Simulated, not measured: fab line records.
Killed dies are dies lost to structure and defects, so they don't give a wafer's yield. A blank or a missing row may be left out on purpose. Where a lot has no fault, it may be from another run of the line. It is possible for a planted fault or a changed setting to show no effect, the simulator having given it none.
Which of the tools did it? | flow n5Finfet | 14 lots, 37 wafers sampled, at 4 steps of a route of 1938

WHAT THE GAUGES READ, wafer by wafer
N5_FIN_SAQP_CD_MEAS_27: the cd target is 20 nm. Usual: cdNm 20.36 nm, standard deviation 0.25.
lot  | measured    | on       | cdNm (nm)         | flag
L350 | day 1 23:52 | cdSem-03 | 20.30 20.06       | 
L351 | day 2 05:45 | cdSem-02 | 20.27 19.68       | 
L352 | day 2 11:46 | cdSem-01 | 20.79 20.53 20.66 | 
L353 | day 2 18:19 | cdSem-02 | 20.17 20.26       | 
L354 | day 3 00:34 | cdSem-01 | 20.47 20.67       | 
L355 | day 3 06:08 | cdSem-02 | 20.21 20.41       | 
L356 | day 3 13:01 | cdSem-03 | 20.02 20.17 20.20 | 
L357 | day 3 17:58 | cdSem-02 | 20.07 20.00 20.33 | 
L358 | day 4 00:50 | cdSem-02 | 20.29 20.47 20.15 | 
L359 | day 4 06:10 | cdSem-02 | 20.19 20.05 20.37 | 
L363 | day 5 09:29 | cdSem-01 | 16.15 15.57 16.25 | OFF
L365 | day 5 17:58 | cdSem-02 | 15.66 15.82 15.96 | OFF
L372 | day 7 13:13 | cdSem-02 | 20.30 20.39 20.41 | 
L373 | day 7 18:17 | cdSem-01 | 20.33 19.95 20.34 | 

WHICH TOOL RAN EACH LOT (tool, then ch and the chambers of the sampled wafers, then the start)
lot  | N5_FIN_SAQP_HM_DEP_72          | N5_FIN_SAQP_SPACER1_ALD_24      | N5_FIN_SAQP_MANDREL1_REMOVE_56
L350 | pecvd-04 ch 0,1, day 1 21:11   | aldSin-02 ch 1,2, day 1 22:57   | rieSi-02 ch 0,1, day 1 23:45
L351 | pecvd-01 ch 0,1, day 2 03:01   | aldSin-03 ch 1,3, day 2 04:50   | rieSi-01 ch 0,2, day 2 05:38
L352 | pecvd-04 ch 0,1, day 2 09:20   | aldSin-02 ch 0,3, day 2 10:51   | rieSi-04 ch 2,3, day 2 11:40
L353 | pecvd-04 ch 0,1, day 2 15:54   | aldSin-02 ch 0,2, day 2 17:24   | rieSi-01 ch 2,3, day 2 18:13
L354 | pecvd-04 ch 1, day 2 21:46     | aldSin-03 ch 2,3, day 2 23:38   | rieSi-04 ch 0,3, day 3 00:27
L355 | pecvd-03 ch 1,2, day 3 03:32   | aldSin-03 ch 1,2, day 3 05:12   | rieSi-01 ch 0,1, day 3 06:01
L356 | pecvd-04 ch 0,1,2, day 3 10:17 | aldSin-01 ch 2,3, day 3 12:05   | rieSi-02 ch 0,1, day 3 12:54
L357 | pecvd-03 ch 0,1, day 3 15:04   | aldSin-03 ch 0,2,3, day 3 17:02 | rieSi-04 ch 0,1, day 3 17:51
L358 | pecvd-04 ch 1,2, day 3 21:43   | aldSin-01 ch 0,2,3, day 3 23:55 | rieSi-01 ch 1,2, day 4 00:43
L359 | pecvd-03 ch 1,2, day 4 03:40   | aldSin-03 ch 0,1,2, day 4 05:12 | rieSi-04 ch 0,1,2, day 4 06:04
L363 | pecvd-01 ch 0,1, day 5 06:41   | aldSin-01 ch 0,1,2, day 5 08:34 | rieSi-04 ch 1,2, day 5 09:22
L365 | pecvd-01 ch 1,2, day 5 15:04   | aldSin-01 ch 0,1,2, day 5 17:03 | rieSi-02 ch 1,3, day 5 17:51
L372 | pecvd-04 ch 1,2, day 7 10:20   | aldSin-02 ch 0,1,2, day 7 12:10 | rieSi-04 ch 0,2,3, day 7 13:06
L373 | pecvd-04 ch 0,2, day 7 15:41   | aldSin-02 ch 1,2, day 7 17:22   | rieSi-01 ch 1,2,3, day 7 18:11
- N5_FIN_SAQP_HM_DEP_72: deposits SiO2 from SiH4/N2O, target thk 12 nm, time 7.2 s.
- N5_FIN_SAQP_SPACER1_ALD_24: deposits SiO2, target thk 20.3 nm, pulse time 1 s, purge time 2 s.
- N5_FIN_SAQP_MANDREL1_REMOVE_56: chemistry HBr/Cl2/O2, target a-Si, stops on SiNx, bt time 10 s.

WHAT THE TOOLS THEMSELVES READ (means of the sampled wafers that have a number; where no wafer has one, the mark that the record gives instead)
N5_FIN_SAQP_HM_DEP_72. Usual: heaterPowerW 746 W, standard deviation 84; showerheadPlenumPTorr 8.10 Torr, standard deviation 0.095.
lot  | tool     | heaterPowerW (W) | showerheadPlenumPTorr (Torr) | flag
L350 | pecvd-04 | 732              | 8.07                         | 
L351 | pecvd-01 | 768              | 8.17                         | 
L352 | pecvd-04 | 742              | 8.02                         | 
L353 | pecvd-04 | 722              | 8.05                         | 
L354 | pecvd-04 | 714              | 7.96                         | 
L355 | pecvd-03 | 691              | 8.06                         | 
L356 | pecvd-04 | 738              | 8.04                         | 
L357 | pecvd-03 | 775              | 8.13                         | 
L358 | pecvd-04 | 752              | 7.95                         | 
L359 | pecvd-03 | 694              | 8.08                         | 
L363 | pecvd-01 | 791              | 8.19                         | 
L365 | pecvd-01 | 764              | 8.16                         | 
L372 | pecvd-04 | 765              | 7.99                         | 
L373 | pecvd-04 | 808              | 8.05                         | 

N5_FIN_SAQP_SPACER1_ALD_24. Usual: heaterPowerW 479 W, standard deviation 74; precursorPulseHeightRel 1.001, standard deviation 0.021.
lot  | tool      | heaterPowerW (W) | precursorPulseHeightRel | flag
L350 | aldSin-02 | 460              | 0.984                   | 
L351 | aldSin-03 | 506              | 1.030                   | 
L352 | aldSin-02 | 495              | 1.004                   | 
L353 | aldSin-02 | 500              | 0.986                   | 
L354 | aldSin-03 | 437              | 1.003                   | 
L355 | aldSin-03 | 460              | 1.018                   | 
L356 | aldSin-01 | 479              | 0.979                   | 
L357 | aldSin-03 | 455              | 0.983                   | 
L358 | aldSin-01 | 513              | 1.002                   | 
L359 | aldSin-03 | 478              | 1.020                   | 
L363 | aldSin-01 | 425              | 0.999                   | 
L365 | aldSin-01 | 420              | 0.996                   | 
L372 | aldSin-02 | 474              | 1.005                   | 
L373 | aldSin-02 | 446              | 1.020                   | 

N5_FIN_SAQP_MANDREL1_REMOVE_56. Usual: drypumpMotorCurrentA 5.8 A, standard deviation 0.33; oesProductAu 0.998 a.u., standard deviation 0.014; throttleValvePct 36.8 %, standard deviation 0.38.
lot  | tool     | drypumpMotorCurrentA (A) | oesProductAu (a.u.) | throttleValvePct (%) | flag
L350 | rieSi-02 | 5.9                      | 0.992               | 36.8                 | 
L351 | rieSi-01 | 5.5                      | 0.988               | 36.8                 | 
L352 | rieSi-04 | 5.7                      | 1.000               | 36.9                 | 
L353 | rieSi-01 | 5.8                      | 0.986               | 37.2                 | 
L354 | rieSi-04 | 5.6                      | 1.002               | 36.4                 | 
L355 | rieSi-01 | 5.8                      | 1.016               | 36.7                 | 
L356 | rieSi-02 | 5.7                      | 0.991               | 36.8                 | 
L357 | rieSi-04 | 5.7                      | 0.999               | 36.3                 | 
L358 | rieSi-01 | 5.8                      | 1.006               | 36.6                 | 
L359 | rieSi-04 | 5.7                      | 1.000               | 36.6                 | 
L363 | rieSi-04 | 5.7                      | 0.988               | 36.9                 | 
L365 | rieSi-02 | 6.4                      | 0.970               | 36.7                 | 
L372 | rieSi-04 | 5.6                      | 0.992               | 36.6                 | 
L373 | rieSi-01 | 5.9                      | 1.000               | 37.0                 | 

THE ANSWER, worked out from the rows above alone
Rule: a lot is off if the mean of its wafers that have a number lies more than 3 standard deviations from the usual mean. Also off: a lot with no number at a reading for which 4 or more lots have one. All remaining lots with rows at the step are treated as sound. The gauges are gone through in route order, then the tools' own readings, and for those a lot's mean is taken as printed above. At the first step where some lot is off, the reading lying furthest off is the one used; lots without a number count as furthest.
Off: L363, L365, at N5_FIN_SAQP_CD_MEAS_27 (cdNm).
A tool fits if, at a process step before that reading, it ran every lot that is off, and no sound lot after the first of them. Those tools and the gauges at N5_FIN_SAQP_CD_MEAS_27 are tried in the same way. 2 tools fit, pecvd-01 at N5_FIN_SAQP_HM_DEP_72 and aldSin-01 at N5_FIN_SAQP_SPACER1_ALD_24, so this cannot tell which one it is.

WHAT HAD BEEN PUT IN BY THE SIMULATOR
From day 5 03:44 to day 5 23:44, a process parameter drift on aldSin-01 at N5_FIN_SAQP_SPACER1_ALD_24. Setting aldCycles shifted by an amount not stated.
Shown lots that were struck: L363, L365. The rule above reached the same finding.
